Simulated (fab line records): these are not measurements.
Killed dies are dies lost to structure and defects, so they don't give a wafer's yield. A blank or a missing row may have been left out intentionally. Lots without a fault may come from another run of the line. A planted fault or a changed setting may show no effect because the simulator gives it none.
Chamber matching    flow n5 finfet    N5_BEOL_M3_ETCH_77 on rie diel-02 has 4 sister chambers
The step etches underlayer in N2/H2, target depth 6.5 nm, time 5.2 s. 8 wafers are shown with their chamber, then 12 later ones without.

WAFERS PAIRED WITH THEIR CHAMBERS
wafer   chamber  showerhead plenum p Torr (Torr)  drypump motor current A (A)
L082.6  0        2.48                             5.2
L083.4  2        2.41                             5.6
L088.2  3        2.66                             5.5
L088.4  2        2.40                             5.6
L088.5  1        2.53                             6.2
L090.3  0        2.48                             5.3
L090.4  1        2.52                             6.2
L090.6  3        2.65                             5.5

WAFERS WITH NO CHAMBER GIVEN
wafer   showerhead plenum p Torr (Torr)  drypump motor current A (A)
L091.1  2.65                             5.5
L091.5  2.48                             5.3
L091.6  2.65                             5.5
L095.3  2.65                             5.5
L095.5  2.40                             5.6
L095.6  2.52                             6.2
L096.1  2.65                             5.5
L096.4  2.52                             6.3
L096.5  2.65                             5.5
L097.1  2.39                             5.6
L097.5  2.47                             5.2
L097.6  2.65                             5.5

WHICH CHAMBER EACH WENT THROUGH
wafer   from the rows above  in truth
L091.1  3                    3
L091.5  0                    0
L091.6  3                    3
L095.3  3                    3
L095.5  2                    2
L095.6  1                    1
L096.1  3                    3
L096.4  1                    1
L096.5  3                    3
L097.1  2                    2
L097.5  0                    0
L097.6  3                    3
Correctly placed: 12 of 12. Not placeable from these rows: 0. Number placed wrongly: 0.
How it was worked out, from the rows above alone: a wafer's distance from a chamber is the root of the sum, over the readings, of the square of ((its reading less the chamber's mean) divided by the reading's scatter). If the next closest chamber is less than 2 further off than the closest, the wafer can't be placed; otherwise it belongs to the closest. Each chamber's mean is taken over the wafers shown for it. How the scatter is found: for the shown wafers, subtract from each reading the mean of its chamber, square and add these, divide the total by (wafers less chambers), then take the root.
